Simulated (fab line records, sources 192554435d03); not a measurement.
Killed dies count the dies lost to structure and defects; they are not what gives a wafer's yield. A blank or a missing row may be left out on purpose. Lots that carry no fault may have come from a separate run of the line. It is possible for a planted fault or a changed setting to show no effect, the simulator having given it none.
Split-lot trial | flow n5 finfet | route with 1938 steps; 7 lots, 21 wafers read

THE SPLIT
At N5_BEOL_M10_COAT_60 (time 60 s, resist thk 30 nm), the setting spin rpm was moved away from the recipe's 1500 rpm on 4 of the 21 wafers read, by -4.6% to +9.1%. This setting was run at the recipe's value on the other wafers.

FROM THE SPLIT TO THE READING: what the file shows between them, 4 steps
- N5_BEOL_M10_COAT_05: resist thk 90 nm
- N5_BEOL_M10_EBR_07
- N5_BEOL_M10_DESCUM_16: chemistry O2, time 7.9 s
- N5_BEOL_M10_ETCH_61: etches SiARC in CF4, target depth 39 nm, time 65 s

THE READING
SiARC_of_BEOL_M10_COAT_60.thk nm (the simulator's own value, which no gauge read), in nm, at N5_BEOL_M10_ETCH_62 (etches SOC in N2/H2, target depth 110 nm, overetch 22 nm, time 165 s). No usual value for it is given in the file. Average 23.4 nm, standard deviation 0.22 nm, over the 17 wafers here run with the recipe.

wafer  | tool, chamber at the split | spin rpm as run, rpm | against the recipe | SiARC_of_BEOL_M10_COAT_60.thk nm, nm | against lot-mates on the recipe
L075.1 | litho track-01, 0          | 1637                 | +9.1%              | 22.2                                 | -1.2
L075.3 | litho track-01, 0          | 1500                 | recipe             | 23.4                                 | -
L075.5 | litho track-01, 0          | 1500                 | recipe             | 23.4                                 | -
L078.3 | litho track-04, 0          | 1500                 | recipe             | 23.6                                 | -
L078.4 | litho track-04, 0          | 1500                 | recipe             | 23.6                                 | -
L078.6 | litho track-04, 0          | 1500                 | recipe             | 23.6                                 | -
L083.4 | litho track-05, 0          | 1500                 | recipe             | 23.2                                 | -
L083.5 | litho track-05, 0          | 1500                 | recipe             | 23.4                                 | -
L083.6 | litho track-05, 0          | 1500                 | recipe             | 23.6                                 | -
L082.1 | litho track-01, 0          | 1500                 | recipe             | 23                                   | -
L082.3 | litho track-01, 0          | 1500                 | recipe             | 23.4                                 | -
L082.5 | litho track-01, 0          | 1500                 | recipe             | 23.2                                 | -
L084.1 | litho track-01, 0          | 1566                 | +4.4%              | 22.8                                 | -0.7
L084.4 | litho track-01, 0          | 1500                 | recipe             | 23.6                                 | -
L084.5 | litho track-01, 0          | 1500                 | recipe             | 23.4                                 | -
L087.1 | litho track-05, 0          | 1431                 | -4.6%              | 24.2                                 | +0.6
L087.2 | litho track-05, 0          | 1500                 | recipe             | 23.6                                 | -
L087.4 | litho track-05, 0          | 1500                 | recipe             | 23.6                                 | -
L093.1 | litho track-01, 0          | 1500                 | recipe             | 23                                   | -
L093.4 | litho track-01, 0          | 1500                 | recipe             | 23                                   | -
L093.5 | litho track-01, 0          | 1443                 | -3.8%              | 24                                   | +1.0

FIT RESULTS
A straight line over all 21 wafers: SiARC_of_BEOL_M10_COAT_60.thk nm changes by -0.142 nm for each +1% of spin rpm; r = -0.87; the points scatter about the line by 0.21 nm.
The same after taking each lot's own level away (the mean of its wafers on the recipe; 21 wafers): -0.15 nm for each +1%; r = -0.94; scatter 0.14 nm.
On that fit, the largest move of spin rpm shifts the reading by 1.4 nm.
The span of the lots' own levels, 23.00 to 23.60 nm, comes to 2.7 times the standard deviation stated above.
The two slopes are in agreement: the lot-to-lot level therefore moves the slope only a little.
Check: for one of the wafers moved furthest among these (+9.1%), held out of the fit, the line's prediction against its lot-mates is -1.59 nm. Against them it came out at -1.2 nm.

THE WHOLE CHAIN: every reading that the file lists as answering this split, in the file's order
step                | what it does                                                         | reading                                                                             | change (the file's fit)               | r (the file's)
N5_BEOL_M10_COAT_60 | time 60 s, resist thk 30 nm                                          | SiARC_of_BEOL_M10_COAT_60.thk nm (the simulator's own value, which no gauge read)   | -0.141 nm for each +1% of the setting | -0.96
N5_BEOL_M10_ETCH_61 | etches SiARC in CF4, target depth 39 nm, time 65 s                   | etch.depth nm (the simulator's own value, which no gauge read)                      | -0.141 nm for each +1% of the setting | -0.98
N5_BEOL_M10_ETCH_61 | etches SiARC in CF4, target depth 39 nm, time 65 s                   | CAR-ArF_of_BEOL_M10_COAT_05.thk nm (the simulator's own value, which no gauge read) | +0.146 nm for each +1% of the setting | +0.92
N5_BEOL_M10_ETCH_62 | etches SOC in N2/H2, target depth 110 nm, overetch 22 nm, time 165 s | SiARC_of_BEOL_M10_COAT_60.thk nm (the simulator's own value, which no gauge read)   | -0.149 nm for each +1% of the setting | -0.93

FILE'S OWN FIT
SiARC_of_BEOL_M10_COAT_60.thk nm changes by -0.149 nm for each +1% of spin rpm, r = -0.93.
